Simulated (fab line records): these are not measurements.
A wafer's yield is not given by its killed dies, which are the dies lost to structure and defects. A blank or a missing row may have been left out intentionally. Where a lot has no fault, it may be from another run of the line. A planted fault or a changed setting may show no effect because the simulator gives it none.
Problem report, 8D (eight disciplines) form, completed by code / flow n5Finfet / the parts of the form that need people (team, actions taken, sign-off) are left out

== 1. WHAT IS WRONG ==
Wafers without a fault read 59.9 nm, standard deviation 0.85; thkNm at N5_BEOL_M0_SAQP_THK_MEAS_05 reads a mean of 44.7 nm on 3 wafers belonging to 2 lots. Relative to the usual mean, that is a shift of -18 standard deviations.
Seen first at day 9 07:24 on filmMetro-02, wafer L469.6. The record holds 23 wafers of 8 lots with a number at this step. Rule for "out", or "out of limits": more than 4 standard deviations from the usual mean. The other wafers with a number count as sound.

== 2. WHAT THIS IS AND IS NOT ==
question=which readings at this step | is=thkNm | is not=-
question=which lots | is=L469, L470 | is not=L454, L458, L460, L474, L475, L477
question=which wafers of those lots | is=L469.6, L470.2, L470.6 | is not=L469.1, L469.4, L470.4
question=read on which gauges | is=filmMetro-02 | is not=filmMetro-01
question=when | is=from day 9 07:24 | is not=up to then (10 sound wafers); but 10 sound wafers of L470, L474, L475, L477 came after

== 3. SUSPECTS, AND WHAT RULES EACH OUT ==
Counting: if a tool at a process step up to the reading ran every lot that is out, it stays a suspect. Sound lots after the first of them don't rule it out here, since some wafers of a struck lot are sound.
- the gauge at N5_BEOL_M0_SAQP_THK_MEAS_05: ruled out. All the wafers that are out were read on filmMetro-02, but those of them that N5_BEOL_M0_SAQP_MANDREL_ETCH_20 has rows for are out there too, on other tools.
- pecvd-04 at N5_BEOL_M0_SAQP_PECVD_03 (deposits SiCN from 3MS/NH3, target thk 12 nm, time 21.1 s): kept. Ran every lot that is out, first one L469 (day 9 07:11); last sound lot up to then L460 (day 6 21:04).
- pecvd-04 at N5_BEOL_M0_SAQP_PECVD_04 (deposits a-Si from SiH4/He, target thk 60 nm, time 60.2 s): kept. Ran every lot that is out, first one L469 (day 9 07:18); last sound lot up to then L460 (day 6 21:11).
After counting, pecvd-04 at N5_BEOL_M0_SAQP_PECVD_03 and pecvd-04 at N5_BEOL_M0_SAQP_PECVD_04 remain.

== 4. THE CAUSE (what the simulator had put in) ==
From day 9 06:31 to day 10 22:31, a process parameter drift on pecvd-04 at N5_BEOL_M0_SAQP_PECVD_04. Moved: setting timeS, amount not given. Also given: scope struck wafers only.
After counting, 2 suspects remain, this tool included.

== 5. SEQUENCE OF EFFECTS, ordered by route ==
One row per reading whose mean, taken over the struck wafers that have a number, lies over 3 standard deviations from the usual. Only readings whose record carries a usual standard deviation are examined. hours: median over the lots of the time between each lot's start at the first step of this table that gives one and its start at this step. sigmas: the change, counted in usual standard deviations.
hours=0; step=N5_BEOL_M0_SAQP_THK_MEAS_05; reading=thkNm; usual=59.9 nm; on struck wafers=44.7; change=-15.2; sigmas=-18
hours=1; step=N5_BEOL_M0_SAQP_MANDREL_ETCH_20; reading=oesProductAu; usual=0.769 a.u.; on struck wafers=0.661; change=-0.108; sigmas=-7.7
Its process steps:
- N5_BEOL_M0_SAQP_MANDREL_ETCH_20: etches a-Si in HBr/Cl2, stops on SiNx, target depth 60 nm, bt time 10 s, time 30 s.
At these later measuring or inspecting steps, every struck wafer for which the step has a row has a number for every such reading, and none has moved that far: N5_BEOL_M4_RC_MEAS_101.

== 6. HOW IT WOULD HAVE BEEN CAUGHT EARLIER ==
In this record the first reading out of limits at a measuring or inspecting step was taken at day 9 07:24, 1 hour after the fault began at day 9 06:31.
No tool reading at N5_BEOL_M0_SAQP_PECVD_04 that has a usual standard deviation in the record was out on any struck wafer, so an alarm limit of 4 standard deviations on those readings would not have fired.
L470, from the lots that are out (2), started N5_BEOL_M0_SAQP_PECVD_04 on pecvd-04 later than day 9 07:24. A tool hold placed at that time would have kept it from harm.
